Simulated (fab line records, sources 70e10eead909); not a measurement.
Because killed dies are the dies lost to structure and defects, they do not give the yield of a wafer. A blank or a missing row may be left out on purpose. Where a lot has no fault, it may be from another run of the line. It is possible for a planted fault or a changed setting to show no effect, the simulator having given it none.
Which tool did it? | flow nandHarc | 12 lots with 36 wafers sampled at 5 steps, on a route of 1159 steps

== WHAT THE GAUGES SHOWED, per wafer ==
NHARC_END_WLT_00.
lot  | measured     | on        | VT_DECK1_BOTTOM   | VT_DECK1_BOTTOM_INNER | VT_DECK1_MEDIAN_NEAR_BOTTOM | VT_DECK1_MEDIAN_NEAR_BOTTOM_INNER | VT_DECK1_MIDDLE   | VT_DECK1_MIDDLE_INNER | VT_DECK1_TOP      | VT_DECK1_TOP_INNER
L405 | day 19 10:19 | prober-01 | 0.877 0.887 0.869 | 0.883 0.884 0.876     | 0.886 0.880 0.875           | 0.877 0.883 0.870                 | 0.891 0.888 0.885 | 0.893 0.907 0.885     | 0.908 0.903 0.907 | 0.916 0.902 0.905
L407 | day 20 03:22 | prober-01 | 0.866 0.868 0.855 | 0.869 0.861 0.858     | 0.865 0.865 0.863           | 0.866 0.858 0.864                 | 0.885 0.874 0.874 | 0.880 0.871 0.869     | 0.891 0.893 0.898 | 0.891 0.888 0.885
L408 | day 20 03:23 | prober-02 | 0.861 0.854 0.860 | 0.854 0.853 0.863     | 0.854 0.864 0.858           | 0.858 0.858 0.864                 | 0.865 0.873 0.861 | 0.867 0.866 0.870     | 0.877 0.883 0.871 | 0.877 0.871 0.884
L410 | day 20 12:14 | prober-01 | 0.872 0.869       | 0.872 0.864           | 0.870 0.867                 | 0.880 0.868                       | 0.884 0.881       | 0.886 0.888           | 0.896 0.895       | 0.892 0.887
L412 | day 21 03:11 | prober-02 | 0.887 0.886 0.877 | 0.874 0.884 0.885     | 0.888 0.875 0.881           | 0.886 0.879 0.885                 | 0.894 0.898 0.898 | 0.895 0.894 0.889     | 0.898 0.904 0.905 | 0.907 0.905 0.910
L411 | day 21 11:29 | prober-02 | 0.869 0.861       | 0.863 0.871           | 0.875 0.868                 | 0.873 0.872                       | 0.881 0.886       | 0.880 0.890           | 0.900 0.896       | 0.901 0.894
L420 | day 22 15:38 | prober-01 | 0.864 0.867 0.860 | 0.872 0.874 0.868     | 0.863 0.882 0.863           | 0.860 0.868 0.858                 | 0.878 0.873 0.879 | 0.879 0.871 0.878     | 0.888 0.893 0.893 | 0.878 0.885 0.891
L422 | day 23 12:58 | prober-02 | 0.873 0.870 0.884 | 0.872 0.875 0.878     | 0.878 0.879 0.876           | 0.881 0.875 0.882                 | 0.888 0.882 0.894 | 0.886 0.890 0.900     | 0.909 0.903 0.905 | 0.906 0.906 0.898
L421 | day 23 12:57 | prober-01 | 0.867 0.871 0.876 | 0.856 0.859 0.871     | 0.863 0.872 0.871           | 0.869 0.872 0.866                 | 0.885 0.890 0.896 | 0.878 0.885 0.888     | 0.894 0.894 0.891 | 0.890 0.890 0.895
L424 | day 24 16:16 | prober-01 | 0.858 0.869 0.853 | 0.859 0.866 0.863     | 0.860 0.872 0.859           | 0.865 0.858 0.856                 | 0.881 0.887 0.871 | 0.881 0.877 0.875     | 0.887 0.892 0.887 | 0.891 0.890 0.892
L426 | day 24 15:47 | prober-02 | 0.854 0.862 0.869 | 0.866 0.862 0.872     | 0.865 0.856 0.875           | 0.869 0.865 0.866                 | 0.874 0.880 0.889 | 0.873 0.874 0.883     | 0.887 0.890 0.891 | 0.889 0.891 0.887
L427 | day 25 08:20 | prober-02 | 0.874 0.879 0.877 | 0.873 0.872 0.874     | 0.868 0.875 0.878           | 0.869 0.867 0.875                 | 0.879 0.882 0.888 | 0.882 0.884 0.889     | 0.890 0.895 0.904 | 0.897 0.898 0.895

NHARC_END_SORT_01.
lot  | measured     | on        | killedAtArray | killedAtOther | killedAtPeriphery | killedDies | killedOpen | killedShort
L410 | day 20 15:52 | prober-01 | 39 675 32     | 0 0 1         | 1 2 0             | 40 677 33  | 3 3 2      | 0 2 2
L411 | day 21 14:16 | prober-02 | 671 10 11     | 2 0 0         | 4 4 4             | 677 14 15  | 2 2 3      | 0 3 1
L420 | day 22 18:57 | prober-01 | 39 37 35      | 0 0 1         | 0 0 0             | 39 37 36   | 1 3 2      | 2 5 3

== EACH LOT AND THE TOOL THAT RAN IT (in order: tool; ch and the chambers of the sampled wafers; start) ==
lot  | NHARC_A_CHANNEL_HOLE_D1_DEP_00 | NHARC_THIN_TSV_DEGAS_49     | NHARC_THIN_TSV_ETCH_59
L405 | aclDep-01 ch 0, day 8 01:27    | pvdSputter-02, day 18 15:52 | rieMetal-02 ch 0,1, day 18 19:18
L407 | aclDep-01 ch 0, day 8 15:24    | pvdSputter-01, day 19 16:14 | rieMetal-02 ch 0,1, day 19 19:38
L408 | aclDep-01 ch 0, day 9 01:29    | pvdSputter-03, day 19 18:48 | rieMetal-02 ch 0,1, day 19 22:18
L410 | aclDep-01 ch 0, day 9 15:36    | pvdSputter-02, day 20 00:56 | rieMetal-02 ch 0,1, day 20 04:32
L412 | aclDep-02 ch 0, day 9 22:02    | pvdSputter-01, day 20 12:53 | rieMetal-03 ch 0,1, day 20 16:24
L411 | aclDep-01 ch 0, day 9 22:46    | pvdSputter-03, day 20 21:37 | rieMetal-03 ch 0,1, day 21 01:02
L420 | aclDep-02 ch 0, day 11 23:33   | pvdSputter-02, day 22 03:31 | rieMetal-02 ch 0,1, day 22 07:08
L422 | aclDep-03 ch 0, day 12 14:37   | pvdSputter-01, day 23 04:17 | rieMetal-02 ch 1, day 23 07:35
L421 | aclDep-01 ch 0, day 12 14:55   | pvdSputter-02, day 23 05:28 | rieMetal-01 ch 0,1, day 23 09:01
L424 | aclDep-03 ch 0, day 13 18:08   | pvdSputter-01, day 24 08:05 | rieMetal-03 ch 0,1, day 24 11:23
L426 | aclDep-01 ch 0, day 13 18:10   | pvdSputter-03, day 24 06:52 | rieMetal-02 ch 0,1, day 24 10:20
L427 | aclDep-01 ch 0, day 14 13:20   | pvdSputter-01, day 24 17:21 | rieMetal-03 ch 0,1, day 24 21:00
- NHARC_A_CHANNEL_HOLE_D1_DEP_00: deposits aC, target thk 3100 nm.
- NHARC_THIN_TSV_DEGAS_49: time 120 s.
- NHARC_THIN_TSV_ETCH_59: etches the open film in Cl2/BCl3, target depth 880 nm, time 138.1 s.

== WHAT THE TOOLS THEMSELVES READ (means of the sampled wafers that have a number; where no wafer has one, the mark that the record gives instead) ==
NHARC_A_CHANNEL_HOLE_D1_DEP_00.
lot  | tool      | throttleValvePct (%)
L405 | aclDep-01 | 35.000
L407 | aclDep-01 | 34.995
L408 | aclDep-01 | 35.006
L410 | aclDep-01 | 35.004
L412 | aclDep-02 | 34.995
L411 | aclDep-01 | 35.003
L420 | aclDep-02 | 35.003
L422 | aclDep-03 | 35.010
L421 | aclDep-01 | 34.998
L424 | aclDep-03 | 35.008
L426 | aclDep-01 | 34.999
L427 | aclDep-01 | 35.007

NHARC_THIN_TSV_DEGAS_49.
lot  | tool          | heaterPowerW (W)
L405 | pvdSputter-02 | 441
L407 | pvdSputter-01 | 461
L408 | pvdSputter-03 | 419
L410 | pvdSputter-02 | 438
L412 | pvdSputter-01 | 483
L411 | pvdSputter-03 | 476
L420 | pvdSputter-02 | 457
L422 | pvdSputter-01 | 458
L421 | pvdSputter-02 | 443
L424 | pvdSputter-01 | 447
L426 | pvdSputter-03 | 432
L427 | pvdSputter-01 | 473

NHARC_THIN_TSV_ETCH_59.
lot  | tool        | drypumpMotorCurrentA (A) | mfcCl2Sccm (sccm) | oesProductAu (a.u.) | throttleValvePct (%)
L405 | rieMetal-02 | 5.8                      | 60.09             | 0.995               | 22.271
L407 | rieMetal-02 | 5.8                      | 59.85             | 0.985               | 22.277
L408 | rieMetal-02 | 5.9                      | 59.99             | 0.983               | 22.265
L410 | rieMetal-02 | 5.8                      | 60.23             | 0.991               | 22.273
L412 | rieMetal-03 | 5.6                      | 60.12             | 0.997               | 22.263
L411 | rieMetal-03 | 5.8                      | 60.02             | 1.007               | 22.268
L420 | rieMetal-02 | 5.8                      | 60.07             | 0.997               | 22.263
L422 | rieMetal-02 | 6.1                      | 59.91             | 0.991               | 22.262
L421 | rieMetal-01 | 5.5                      | 59.95             | 0.994               | 22.263
L424 | rieMetal-03 | 5.6                      | 59.79             | 1.009               | 22.266
L426 | rieMetal-02 | 5.8                      | 59.81             | 1.012               | 22.263
L427 | rieMetal-03 | 5.9                      | 59.89             | 1.017               | 22.266

== THE ANSWER, worked out from the rows above alone ==
Rule: the lots themselves supply what counts as usual. The widest of any qualifying gaps counts: lots, ordered by their means at a reading, are off when they make up no more than a third of the lots, leave a main group of 4 or more, and stand apart from it by 3 or more times the standard deviation of that group's means. Not used: any main group whose means are identical at the precision the tables above print for the reading. A lot without any number at a reading at which 4 lots or more have one is off too. The other lots that the step has rows for count as sound. Order of review: gauges by route order, followed by the tools' own readings, for which a lot's mean as printed above is used. At the first step where some lot is off, the reading lying furthest off is the one used; lots without a number count as furthest.
None of the lots is off at any reading shown; this tells nothing.

== WHAT THE SIMULATOR HAD INSERTED ==
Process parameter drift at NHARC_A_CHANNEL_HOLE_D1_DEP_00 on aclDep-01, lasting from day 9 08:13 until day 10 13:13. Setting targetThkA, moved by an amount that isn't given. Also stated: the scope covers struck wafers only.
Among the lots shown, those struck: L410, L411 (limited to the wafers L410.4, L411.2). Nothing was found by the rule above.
